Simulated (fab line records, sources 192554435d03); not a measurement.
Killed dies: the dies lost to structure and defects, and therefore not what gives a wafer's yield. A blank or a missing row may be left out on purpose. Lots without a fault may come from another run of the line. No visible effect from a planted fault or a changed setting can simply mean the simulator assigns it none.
Which tool did it?	flow n5 finfet	24 lots, 72 wafers sampled, at 6 steps of a route of 1938

WHAT THE GAUGES READ, wafer by wafer
N5_MOL_CONTACT_COAG_INSPECT_97: inspects for defects (darkfield). Usual: 44 for raw defect count, sd 21.
lot	measured	on	raw defect count	flag
L074	day 5 11:21	defect inspect-02	30 38 34	
L075	day 5 18:32	defect inspect-02	62 37 42	
L076	day 5 22:00	defect inspect-01	42 29 30	
L077	day 6 07:04	defect inspect-02	25 36 31	
L078	day 6 10:06	defect inspect-01	29 24 16	
L079	day 6 14:27	defect inspect-02	33 39 27	
L080	day 6 23:35	defect inspect-01	104 79 60	
L081	day 7 09:11	defect inspect-01	22 24 22	
L082	day 7 12:10	defect inspect-02	28 23 44	
L083	day 7 15:35	defect inspect-02	31 67 62	
L084	day 8 02:42	defect inspect-02	39 27 29	
L085	day 8 05:43	defect inspect-02	56 21 34	
L086	day 8 10:37	defect inspect-01	51 38 82	
L087	day 8 13:38	defect inspect-02	54 36 51	
L088	day 9 05:39	defect inspect-02	112 48 112	
L089	day 9 08:46	defect inspect-02	85 81 75	
L090	day 9 22:03	defect inspect-01	45 67 36	
L091	day 9 22:03	defect inspect-02	39 26 30	
L092	day 10 01:04	defect inspect-02	42 32 38	
L093	day 10 07:04	defect inspect-02	49 50 38	
L094	day 10 19:07	defect inspect-01	66 42 41	
L095	day 11 01:14	defect inspect-01	25 46 39	
L096	day 11 10:29	defect inspect-01	44 60 67	
L097	day 11 13:28	defect inspect-01	41 42 33	

N5_BEOL_M0_SAQP_THK_MEAS_05. Usual: 60.0 nm for thk nm, sd 0.72.
lot	measured	on	thk nm (nm)	flag
L074	day 5 13:17	film metro-01	59.4 58.7 60.2	
L075	day 5 20:54	film metro-01	59.4 60.5 59.7	
L076	day 6 00:12	film metro-01	59.5 60.3 60.3	
L077	day 6 09:18	film metro-02	58.9 60.4 59.9	
L078	day 6 10:50	film metro-01	59.4 59.8 60.6	
L079	day 6 18:13	film metro-01	59.5 59.8 60.1	
L080	day 7 01:24	film metro-02	58.6 59.3 60.1	
L081	day 7 11:39	film metro-01	61.0 60.8 60.9	
L082	day 7 13:24	film metro-01	59.9 60.5 61.4	
L083	day 7 18:48	film metro-01	59.5 60.5 60.4	
L084	day 8 06:05	film metro-01	59.7 60.2 61.9	
L085	day 8 06:56	film metro-02	59.3 59.1 60.4	
L086	day 8 12:22	film metro-02	60.5 60.5 60.5	
L087	day 8 15:09	film metro-02	59.7 61.2 60.0	
L088	day 9 08:14	film metro-02	59.0 59.6 59.2	
L089	day 9 10:04	film metro-02	59.6 59.5 60.4	
L090	day 10 00:51	film metro-01	59.4 60.4 60.9	
L091	day 9 22:52	film metro-02	60.2 60.2 61.4	
L092	day 10 03:50	film metro-02	59.7 60.4 60.8	
L093	day 10 08:14	film metro-02	59.6 60.9 60.9	
L094	day 10 20:11	film metro-01	59.4 60.1 60.9	
L095	day 11 02:34	film metro-02	59.1 60.2 60.3	
L096	day 11 11:53	film metro-02	59.9 60.7 60.4	
L097	day 11 15:05	film metro-02	59.6 59.6 60.6	

TOOL THAT RAN EACH LOT (tool first, then ch and the chambers of the sampled wafers, then the start)
lot	N5_MOL_CONTACT_COAG_ETCHBACK_135	N5_MOL_CONTACT_COAG_VIA_ETCH_46	N5_MOL_CONTACT_COAG_ETCH_67	N5_BEOL_M0_SAQP_HM_DEP_02
L074	rie diel-06 ch 2,3, day 5 05:50	rie diel-06 ch 2,3, day 5 05:52	rie diel-03 ch 0,1,3, day 5 07:04	pvd sputter-03, day 5 12:58
L075	rie diel-03 ch 0,3, day 5 12:58	rie diel-03 ch 0,3, day 5 13:00	rie diel-05 ch 0,3, day 5 14:15	pvd sputter-03, day 5 20:34
L076	rie diel-03 ch 1,2,3, day 5 16:07	rie diel-03 ch 1,2,3, day 5 16:10	rie diel-03 ch 1,2, day 5 17:43	pvd sputter-01, day 5 23:52
L077	rie diel-03 ch 1,2, day 6 01:02	rie diel-03 ch 1,2, day 6 01:04	rie diel-05 ch 1,2,3, day 6 02:43	pvd sputter-01, day 6 08:58
L078	rie diel-03 ch 1,2, day 6 04:01	rie diel-03 ch 1,2, day 6 04:02	rie diel-06 ch 2,3, day 6 05:35	pvd sputter-01, day 6 10:31
L079	rie diel-05 ch 1,3, day 6 08:23	rie diel-05 ch 1,3, day 6 08:25	rie diel-03 ch 1,2,3, day 6 09:47	pvd sputter-01, day 6 17:52
L080	rie diel-03 ch 1,2, day 6 17:48	rie diel-03 ch 1,2, day 6 17:50	rie diel-03 ch 1,2, day 6 19:19	pvd sputter-02, day 7 00:59
L081	rie diel-05 ch 0,2,3, day 7 03:29	rie diel-05 ch 0,2,3, day 7 03:32	rie diel-05 ch 1,2, day 7 04:52	pvd sputter-01, day 7 11:22
L082	rie diel-03 ch 0,1,3, day 7 05:23	rie diel-03 ch 0,1,3, day 7 05:25	rie diel-03 ch 1,3, day 7 06:37	pvd sputter-01, day 7 13:04
L083	rie diel-03 ch 0,1, day 7 10:05	rie diel-03 ch 0,1, day 7 10:07	rie diel-06 ch 0,1,3, day 7 11:15	pvd sputter-02, day 7 18:27
L084	rie diel-05 ch 0,2,3, day 7 20:54	rie diel-05 ch 0,2,3, day 7 20:56	rie diel-06 ch 0,1,3, day 7 22:26	pvd sputter-03, day 8 05:45
L085	rie diel-06 ch 0,2,3, day 7 21:10	rie diel-06 ch 0,2,3, day 7 21:11	rie diel-05 ch 0,1,2, day 7 22:35	pvd sputter-02, day 8 06:36
L086	rie diel-06 ch 1,2, day 8 05:10	rie diel-06 ch 1,2, day 8 05:11	rie diel-06 ch 0,1,3, day 8 06:19	pvd sputter-01, day 8 12:02
L087	rie diel-05 ch 0,1,2, day 8 06:06	rie diel-05 ch 0,1,2, day 8 06:08	rie diel-03 ch 0,1,3, day 8 07:33	pvd sputter-03, day 8 14:49
L088	rie diel-03 ch 1,2,3, day 8 21:56	rie diel-03 ch 1,2,3, day 8 21:59	rie diel-05 ch 2,3, day 9 01:18	pvd sputter-01, day 9 07:53
L089	rie diel-05 ch 0,1,3, day 9 02:58	rie diel-05 ch 0,1,3, day 9 02:59	rie diel-06 ch 1,3, day 9 04:18	pvd sputter-01, day 9 09:44
L090	rie diel-05 ch 1,2,3, day 9 03:45	rie diel-05 ch 1,2,3, day 9 03:47	rie diel-05 ch 1,3, day 9 05:22	pvd sputter-02, day 10 00:25
L091	rie diel-06 ch 0,1, day 9 12:30	rie diel-06 ch 0,1, day 9 12:32	rie diel-05 ch 1,2,3, day 9 14:55	pvd sputter-03, day 9 22:26
L092	rie diel-03 ch 1,2, day 9 16:25	rie diel-03 ch 1,2, day 9 16:27	rie diel-05 ch 0,1, day 9 18:22	pvd sputter-01, day 10 03:31
L093	rie diel-06 ch 0,1, day 10 01:32	rie diel-06 ch 0,1, day 10 01:34	rie diel-05 ch 0,1,2, day 10 02:47	pvd sputter-01, day 10 07:49
L094	rie diel-03 ch 0,2,3, day 10 12:38	rie diel-03 ch 0,2,3, day 10 12:40	rie diel-03 ch 1,2,3, day 10 14:50	pvd sputter-02, day 10 19:51
L095	rie diel-06 ch 0,1, day 10 16:15	rie diel-06 ch 0,1, day 10 16:17	rie diel-06 ch 0,1,3, day 10 20:46	pvd sputter-01, day 11 02:13
L096	rie diel-06 ch 1,2,3, day 11 01:55	rie diel-06 ch 1,2,3, day 11 01:57	rie diel-03 ch 0,1,2, day 11 06:11	pvd sputter-01, day 11 11:32
L097	rie diel-06 ch 1,2,3, day 11 04:23	rie diel-06 ch 1,2,3, day 11 04:25	rie diel-06 ch 0,1,3, day 11 08:02	pvd sputter-02, day 11 14:45
- N5_MOL_CONTACT_COAG_ETCHBACK_135: etches SiO2 in CHF3, target depth 25 nm, time 16.7 s.
- N5_MOL_CONTACT_COAG_VIA_ETCH_46: etches SiO2 in C4F6/O2, target depth 46 nm, overetch 9.2 nm, time 40 s.
- N5_MOL_CONTACT_COAG_ETCH_67: etches SOC in N2/H2, target depth 60 nm, overetch 21 nm, time 101.2 s.
- N5_BEOL_M0_SAQP_HM_DEP_02: deposits TiN, target thk 12 nm.

AS READ BY THE TOOLS THEMSELVES (means over the sampled wafers that have a number; for cases with no such wafer, the mark the record gives instead)
N5_MOL_CONTACT_COAG_ETCHBACK_135. Usual: chamber pressure mTorr 30.00 mTorr, standard deviation 0.039; drypump motor current A 5.7 A, standard deviation 0.4; oes product au 0.79 a.u., standard deviation 0.1; rf vpp V 520 V, standard deviation 4.7; showerhead plenum p Torr 2.35 Torr, standard deviation 0.069; throttle valve pct 18.82 %, standard deviation 0.27.
lot	tool	chamber pressure mTorr (mTorr)	drypump motor current A (A)	oes product au (a.u.)	rf vpp V (V)	showerhead plenum p Torr (Torr)	throttle valve pct (%)	flag
L074	rie diel-06	30.03	5.3	0.79	523	2.39	18.74	
L075	rie diel-03	30.02	5.6	0.74	516	2.31	18.80	
L076	rie diel-03	30.00	5.5	0.81	523	2.42	18.75	
L077	rie diel-03	30.00	5.7	0.89	522	2.48	18.74	
L078	rie diel-03	30.00	5.6	0.79	522	2.41	18.92	
L079	rie diel-05	30.01	5.8	0.71	515	2.33	19.07	
L080	rie diel-03	29.99	5.6	0.79	522	2.41	18.93	
L081	rie diel-05	30.00	6.1	0.81	518	2.36	18.71	
L082	rie diel-03	29.97	5.5	0.71	518	2.32	18.89	
L083	rie diel-03	29.99	5.5	0.71	518	2.32	19.06	
L084	rie diel-05	30.01	6.1	0.79	519	2.36	18.73	
L085	rie diel-06	29.89	5.4	0.74	525	2.37	18.94	
L086	rie diel-06	30.00	5.7	0.78	519	2.33	18.79	
L087	rie diel-05	30.01	6.4	0.80	517	2.32	18.65	
L088	rie diel-03	30.01	5.5	0.76	522	2.41	18.80	
L089	rie diel-05	29.99	6.1	0.78	517	2.32	18.76	
L090	rie diel-05	30.00	6.1	0.70	516	2.32	18.99	
L091	rie diel-06	30.03	5.8	0.83	521	2.31	18.85	
L092	rie diel-03	30.01	5.6	0.75	521	2.40	18.97	
L093	rie diel-06	30.04	5.8	0.82	521	2.31	18.85	
L094	rie diel-03	29.99	5.6	0.76	519	2.38	18.77	
L095	rie diel-06	30.00	5.7	0.87	524	2.32	18.76	
L096	rie diel-06	30.01	5.4	0.83	522	2.34	18.80	
L097	rie diel-06	30.02	5.4	0.84	523	2.34	18.81	

N5_MOL_CONTACT_COAG_VIA_ETCH_46. Usual: chamber pressure mTorr 10.000 mTorr, standard deviation 0.0089; drypump motor current A 5.7 A, standard deviation 0.4; oes product au 0.71 a.u., standard deviation 0.087; rf vpp V 1576 V, standard deviation 13; showerhead plenum p Torr 2.81 Torr, standard deviation 0.082; throttle valve pct 41.0 %, standard deviation 0.31.
lot	tool	chamber pressure mTorr (mTorr)	drypump motor current A (A)	oes product au (a.u.)	rf vpp V (V)	showerhead plenum p Torr (Torr)	throttle valve pct (%)	flag
L074	rie diel-06	10.001	5.3	0.71	1585	2.85	41.0	
L075	rie diel-03	9.985	5.6	0.68	1563	2.76	40.8	
L076	rie diel-03	10.002	5.5	0.72	1584	2.88	40.8	
L077	rie diel-03	9.996	5.7	0.80	1584	2.95	40.8	
L078	rie diel-03	9.999	5.6	0.71	1581	2.87	41.0	
L079	rie diel-05	10.001	5.8	0.64	1559	2.78	41.3	
L080	rie diel-03	10.007	5.6	0.70	1582	2.87	41.0	
L081	rie diel-05	10.000	6.0	0.73	1571	2.81	40.9	
L082	rie diel-03	9.995	5.5	0.65	1572	2.78	40.9	
L083	rie diel-03	9.994	5.6	0.65	1570	2.77	41.1	
L084	rie diel-05	10.005	6.0	0.71	1571	2.81	40.9	
L085	rie diel-06	10.000	5.4	0.67	1591	2.82	41.2	
L086	rie diel-06	9.998	5.7	0.70	1574	2.78	41.0	
L087	rie diel-05	9.994	6.4	0.71	1570	2.77	40.7	
L088	rie diel-03	10.004	5.5	0.70	1582	2.87	40.8	
L089	rie diel-05	9.997	6.1	0.68	1564	2.77	40.9	
L090	rie diel-05	10.001	6.1	0.65	1564	2.78	41.1	
L091	rie diel-06	9.997	5.8	0.75	1578	2.76	41.1	
L092	rie diel-03	10.002	5.6	0.67	1580	2.86	41.0	
L093	rie diel-06	10.000	5.8	0.74	1578	2.75	41.1	
L094	rie diel-03	10.009	5.6	0.68	1574	2.83	40.8	
L095	rie diel-06	9.999	5.7	0.77	1586	2.78	41.0	
L096	rie diel-06	10.002	5.4	0.74	1582	2.79	41.0	
L097	rie diel-06	9.997	5.4	0.74	1582	2.79	41.0	

N5_MOL_CONTACT_COAG_ETCH_67. Usual: chamber pressure mTorr 29.999 mTorr, standard deviation 0.027; drypump motor current A 5.8 A, standard deviation 0.47; oes product au 0.65 a.u., standard deviation 0.076; rf vpp V 522.9 V, standard deviation 2; showerhead plenum p Torr 2.51 Torr, standard deviation 0.07; throttle valve pct 17.98 %, standard deviation 0.29.
lot	tool	chamber pressure mTorr (mTorr)	drypump motor current A (A)	oes product au (a.u.)	rf vpp V (V)	showerhead plenum p Torr (Torr)	throttle valve pct (%)	flag
L074	rie diel-03	29.980	5.5	0.62	522.5	2.50	18.04	
L075	rie diel-05	30.025	5.8	0.60	522.2	2.51	18.09	
L076	rie diel-03	29.982	5.6	0.67	524.1	2.58	18.08	
L077	rie diel-05	30.012	6.1	0.61	522.9	2.50	18.13	
L078	rie diel-06	30.001	5.4	0.66	524.0	2.56	17.96	
L079	rie diel-03	30.005	5.6	0.66	525.1	2.58	17.92	
L080	rie diel-03	29.997	5.7	0.73	526.2	2.64	17.91	
L081	rie diel-05	29.989	6.4	0.61	522.0	2.46	18.08	
L082	rie diel-03	29.999	5.4	0.59	523.0	2.51	18.13	
L083	rie diel-06	30.007	5.5	0.61	521.8	2.48	18.15	
L084	rie diel-06	30.007	5.5	0.60	523.5	2.48	18.17	
L085	rie diel-05	29.971	6.4	0.67	521.7	2.48	17.82	
L086	rie diel-06	30.006	5.5	0.60	522.2	2.48	18.17	
L087	rie diel-03	30.007	5.5	0.60	522.5	2.49	18.09	
L088	rie diel-05	30.021	5.7	0.60	523.1	2.52	18.21	
L089	rie diel-06	29.993	5.2	0.60	522.1	2.48	18.29	
L090	rie diel-05	29.996	6.1	0.59	521.0	2.45	18.22	
L091	rie diel-05	30.000	6.1	0.60	522.0	2.48	18.17	
L092	rie diel-05	29.975	6.5	0.70	521.9	2.46	17.62	
L093	rie diel-05	29.990	6.4	0.65	522.3	2.47	17.86	
L094	rie diel-03	29.983	5.5	0.71	525.0	2.57	17.83	
L095	rie diel-06	30.003	5.5	0.74	521.6	2.47	17.90	
L096	rie diel-03	30.002	5.6	0.71	524.1	2.53	17.97	
L097	rie diel-06	29.998	5.5	0.73	522.3	2.47	17.92	

N5_BEOL_M0_SAQP_HM_DEP_02. Usual: 29.6 % for throttle valve pct, sd 1.4.
lot	tool	throttle valve pct (%)	flag
L074	pvd sputter-03	28.4	
L075	pvd sputter-03	29.8	
L076	pvd sputter-01	30.6	
L077	pvd sputter-01	30.5	
L078	pvd sputter-01	30.1	
L079	pvd sputter-01	29.3	
L080	pvd sputter-02	29.2	
L081	pvd sputter-01	29.1	
L082	pvd sputter-01	29.0	
L083	pvd sputter-02	29.3	
L084	pvd sputter-03	29.4	
L085	pvd sputter-02	30.6	
L086	pvd sputter-01	29.3	
L087	pvd sputter-03	31.0	
L088	pvd sputter-01	29.4	
L089	pvd sputter-01	29.9	
L090	pvd sputter-02	29.5	
L091	pvd sputter-03	30.1	
L092	pvd sputter-01	30.1	
L093	pvd sputter-01	29.8	
L094	pvd sputter-02	29.3	
L095	pvd sputter-01	29.9	
L096	pvd sputter-01	29.2	
L097	pvd sputter-02	30.4	

THE ANSWER, worked out from the rows above alone
Rule: take the mean of a lot's wafers that have a number; if it is more than 3 standard deviations from the usual mean, the lot is off. A lot without any number at a reading at which 4 lots or more have one is off too. The other lots that the step has rows for count as sound. Order of review: gauges by route order, followed by the tools' own readings, for which a lot's mean as printed above is used. At the first step where some lot is off, the reading lying furthest off is the one used; lots without a number count as furthest.
None of the lots is off at any reading shown; this tells nothing.

WHAT HAD BEEN PUT IN BY THE SIMULATOR
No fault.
